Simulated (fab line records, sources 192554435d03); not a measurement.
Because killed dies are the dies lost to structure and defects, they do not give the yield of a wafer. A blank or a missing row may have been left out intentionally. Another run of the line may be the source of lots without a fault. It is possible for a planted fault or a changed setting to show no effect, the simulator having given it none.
A struck lot beside a sound one + flow n5-finfet + 16 out of 1938 route steps
Sound: wafers L901.3, L901.4, L901.5. Struck: wafer L908.3 (L908.1, L908.6, from the same lot, were not struck and are left out); the cause is given at the end.
Each step with rows lists, per side, the tool, then ch with its chambers, then its first start. Under that, the readings that differ: sound wafers + struck wafers + difference of the means + sigmas: that difference in standard deviations of wafers without a fault.
alike: a reading whose means differ by less than 2 such deviations, as well as words and numbers matching on both sides. not compared: withheld readings; readings where some wafer has no value; bounds like >300 that might hide an equal value; numbers whose values overlap and for which the record gives no deviation.
A row with sigmas, a row that says differs or no value, or rows on one side alone: a step with any of these is where the two part. Numbers that don't overlap but have no deviation are shown without sigmas and don't part them. A reading missing from all wafers of one side parts the sides only when that side holds two or more wafers.

N5_BEOL_M1_ETCH_41: etches SiCN in CH3F/O2, target depth 31.9 nm, time 57.8 s.
  sound on rie-diel-02 ch 2,3; struck on rie-diel-04 ch 2
| reading                | sound             | struck | difference | sigmas |
|------------------------|-------------------|--------|------------|--------|
| throttle-valve-pct (%) | 16.37 16.18 16.37 | 16.79  | +0.48      | +2     |
  alike: drypump-motor-current-A, oes-product-au, rf-vpp-V, showerhead-plenum-p-Torr
  not compared: rf-hours-counter-h
then, 1 step without rows for these wafers: N5_BEOL_M1_STRIP_97 (strips in N2/H2, time 10 s).
N5_BEOL_M1_OCD_MEAS_38:
  sound on ocd-02 at day 6 21:33; struck on ocd-02 at day 8 08:49
  alike: trench-depth-nm
then, 4 steps without rows for these wafers: N5_BEOL_M1_HM_STRIP_39 (strips TiN in peroxide tin strip, target depth 25 nm, time 158 s); N5_BEOL_M1_SRD_40 (time 30 s); N5_BEOL_M1_PRECLEAN_42 (cleans in residue remover, time 60 s); N5_BEOL_M1_SRD_43 (time 30 s).
N5_BEOL_M1_CD_MEAS_35: target cd 18 nm, target cd y 21 nm.
  sound on cd-sem-03 at day 6 21:43; struck on cd-sem-01 at day 8 08:58
  alike: cd-nm
N5_BEOL_M1_DEGAS_44: time 60 s.
  sound on pvd-sputter-03 at day 6 22:11; struck on pvd-sputter-01 at day 8 09:55
  alike: heater-power-w, susceptor-temp-C
N5_BEOL_M1_PRE_CLEAN_45: time 30 s.
  sound on pvd-sputter-03 at day 6 22:14; struck on pvd-sputter-01 at day 8 09:58
| reading              | sound                | struck | difference | sigmas |
|----------------------|----------------------|--------|------------|--------|
| susceptor-temp-C (C) | 249.96 249.97 250.19 | 250.46 | +0.42      | +3     |
  alike: heater-power-w
N5_BEOL_M1_ALD_84: deposits TaN, pulse time 2 s, purge time 3 s, co reactant purge time 2 s.
  sound on ald-metal-04 ch 1,2,3, day 6 22:17; struck on ald-metal-01 ch 3, day 8 10:02
  alike: heater-power-w, susceptor-temp-C
N5_BEOL_M1_SURFACE_TREAT_85:
  sound on pvd-sputter-01 at day 6 22:32; struck on pvd-sputter-01 at day 8 10:35
  not compared: throttle-valve-pct
N5_BEOL_M1_CVD_47: deposits Co from CCTBA/H2, target thk 3 nm, time 223.8 s.
  sound on cvd-co-01 ch 0,1,2, day 6 22:36; struck on cvd-co-02 ch 0, day 8 10:52
| reading          | sound             | struck | difference | sigmas      |
|------------------|-------------------|--------|------------|-------------|
| run-length-s (s) | 247.2 246.7 245.9 | 369.1  | +122.5     | +99 or more |
then, 1 step without rows for these wafers: N5_BEOL_M1_SPUTTER_48 (material Cu, target thk 4.5 nm, time 8.29 s).
-- record jumps: 3 days separate the struck wafers' starts on either side; left off in module BEOL_M1, taken up again in module BEOL_M4, whose first shown step is the route's number 1111 --
N5_BEOL_M4_RC_MEAS_101:
  sound on prober-01 ch 0, day 8 04:59; struck on prober-01 ch 0, day 11 00:26
  alike: DIBL_N, DIBL_P, IOFF_N, IOFF_P, ION_N, ION_P, SS_N, SS_P, VT_N, VT_P
-- record jumps: 4 days separate the struck wafers' starts on either side; left off in module BEOL_M4, taken up again in module PASSIVATION, whose first shown step is the route's number 1936 --
N5_PASSIVATION_PROBE_49:
  sound on prober-01 at day 13 00:02; struck on prober-02 at day 15 04:49
| reading                  | sound          | struck | difference | sigmas |
|--------------------------|----------------|--------|------------|--------|
| defect-limited-yield (%) | 90.5 92.2 90.3 | 93.6   | +2.6       | +2     |
| killed_at_M4_up          | 35 22 34       | 13     | -17        | -3     |
| killed-dies              | 112 92 115     | 75     | -31        | -2     |
| killed-short             | 45 30 37       | 22     | -15        | -2     |
| sort-n-pass              | 1068 1088 1065 | 1105   | +31        | +2     |
| sort-yield-pct (%)       | 90.5 92.2 90.3 | 93.6   | +2.6       | +2     |
  alike: killed_at_M0_to_M3, killed-at-contacts, killed-at-front-end, killed-at-other, killed-open, sort_bin_5_function, sort_bin_6_memory

## WHERE THEY PART
Last at N5_PASSIVATION_PROBE_49 as far as this record goes, first at N5_BEOL_M1_ETCH_41.

WHY: what had been put in by the simulator
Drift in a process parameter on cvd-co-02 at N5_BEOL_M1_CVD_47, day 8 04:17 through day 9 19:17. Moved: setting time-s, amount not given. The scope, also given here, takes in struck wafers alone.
